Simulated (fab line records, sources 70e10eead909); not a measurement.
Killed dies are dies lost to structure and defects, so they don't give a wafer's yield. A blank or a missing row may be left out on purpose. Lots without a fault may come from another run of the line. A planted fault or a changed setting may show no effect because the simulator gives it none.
A struck lot beside a sound one | flow nand_harc | 13 steps out of a route of 1302
Sound: wafers L927.2, L927.5, L927.6. Struck: wafer L947.2. (L947.1, L947.6 of the same lot were not struck and are left out.) The cause comes at the end.
At each step with rows: each side's tool, then ch and its chambers, then its first start. Under that, the readings that differ: sound wafers | struck wafers | difference of the means | sigmas: that difference in standard deviations of wafers without a fault.
alike: readings whose means differ by less than 2 such deviations, and words and numbers that are the same on both sides. not compared: withheld readings, readings that some wafer has no value for, bounds like >300 that may hide the same value, and numbers for which the record gives no deviation and whose values overlap.
The two part at a step that has a row with sigmas, a row that says differs or no value, or rows on one side only. Numbers that don't overlap but have no deviation are shown without sigmas and don't part them. A reading that every wafer of one side lacks parts them only if that side has two wafers or more.

NHARC_A_SLIT_ETCH_29: etches the open film in CF4/O2, target depth 100 nm, overetch 10 nm, time 55 s.
  sound on rie_diel-09 ch 0,1, day 21 04:20; struck on rie_diel-09 ch 1, day 27 21:38
  alike: drypump_motor_current_A, oes_product_au, rf_vpp_V, showerhead_plenum_p_Torr, throttle_valve_pct
  not compared: rf_hours_counter_h
NHARC_A_SLIT_STRIP_18: strips in O2.
  sound on rie_diel-09 ch 1,2,3; struck on rie_diel-09 ch 1
  reading                | sound                | struck | difference | sigmas
  throttle_valve_pct (%) | 17.027 17.033 17.042 | 17.016 | -0.018     | -2
  alike: drypump_motor_current_A, oes_product_au, rf_vpp_V, showerhead_plenum_p_Torr
  not compared: rf_hours_counter_h
then, 2 steps without rows for these wafers: NHARC_A_SLIT_PRECLEAN_19 (cleans in SC1); NHARC_A_SLIT_SRD_20.
NHARC_A_SLIT_CD_MEAS_21:
  sound on cd_sem-03, day 21 04:53; struck on cd_sem-02, day 27 22:10
  reading    | sound             | struck | difference | sigmas
  cd_nm (nm) | 290.7 290.7 290.3 | 288.8  | -1.8       | -2
then, 3 steps without rows for these wafers: NHARC_A_SIN_REMOVE_WET_00 (chemistry H3PO4, time 15300 s); NHARC_A_SIN_REMOVE_PRECLEAN_01 (cleans in SC1); NHARC_A_SIN_REMOVE_SRD_02.
NHARC_A_SIN_REMOVE_INSPECT_04:
  sound on defect_inspect-02, day 21 11:17; struck on defect_inspect-02, day 28 04:49
  alike: raw_defect_count
NHARC_A_WL_FILL_ALD_00: deposits Al2O3, target thk 3 nm, pulse time 3 s, ald cycles 30.
  sound on ald_hk-01 ch 0,2,3, day 21 11:50; struck on ald_hk-03 ch 1, day 28 04:56
  alike: heater_power_w, precursor_pulse_height_rel
  not compared: ald_cycles
NHARC_A_WL_FILL_RTA_01: time 5 s.
  sound on rtp_anneal-02 ch 0, day 21 12:08; struck on rtp_anneal-01 ch 0, day 28 05:11
  reading             | sound             | struck | difference | sigmas
  lamp_power_pct (%)  | 29.81 29.81 29.77 | 29.98  | +0.18      | +2
  lamp_zone_5_pct (%) | 29.80 29.80 29.78 | 30.00  | +0.21      | +2
  alike: lamp_zone_1_pct, lamp_zone_7_pct, wafer_temp_C_max
NHARC_A_WL_FILL_ALD_02: deposits TiN, target thk 2 nm, pulse time 3 s, ald cycles 100.
  sound on ald_metal-03 ch 2,3, day 21 12:22; struck on ald_metal-03 ch 3, day 28 05:26
  reading    | sound       | struck | difference | sigmas
  ald_cycles | 100 100 100 | 86     | -14        |
  alike: heater_power_w, precursor_pulse_height_rel
-- the record jumps here: 4 days lie between the struck wafers' starts before and after (it left off in module A_WL_FILL and takes up again in module END, whose first step shown is number 1302 of the route) --
NHARC_END_SORT_01:
  sound on prober-02 ch 0, day 25 16:32; struck on prober-02 ch 0, day 32 03:40
  alike: killed_at_array, killed_at_other, killed_at_periphery, killed_dies, killed_open, killed_short

WHERE THEY PART
First at NHARC_A_SLIT_STRIP_18; last, within this record, at NHARC_A_WL_FILL_RTA_01. Later steps at which nothing parts them and some readings are alike: NHARC_A_WL_FILL_ALD_02, NHARC_END_SORT_01.

WHY: what the simulator had put in
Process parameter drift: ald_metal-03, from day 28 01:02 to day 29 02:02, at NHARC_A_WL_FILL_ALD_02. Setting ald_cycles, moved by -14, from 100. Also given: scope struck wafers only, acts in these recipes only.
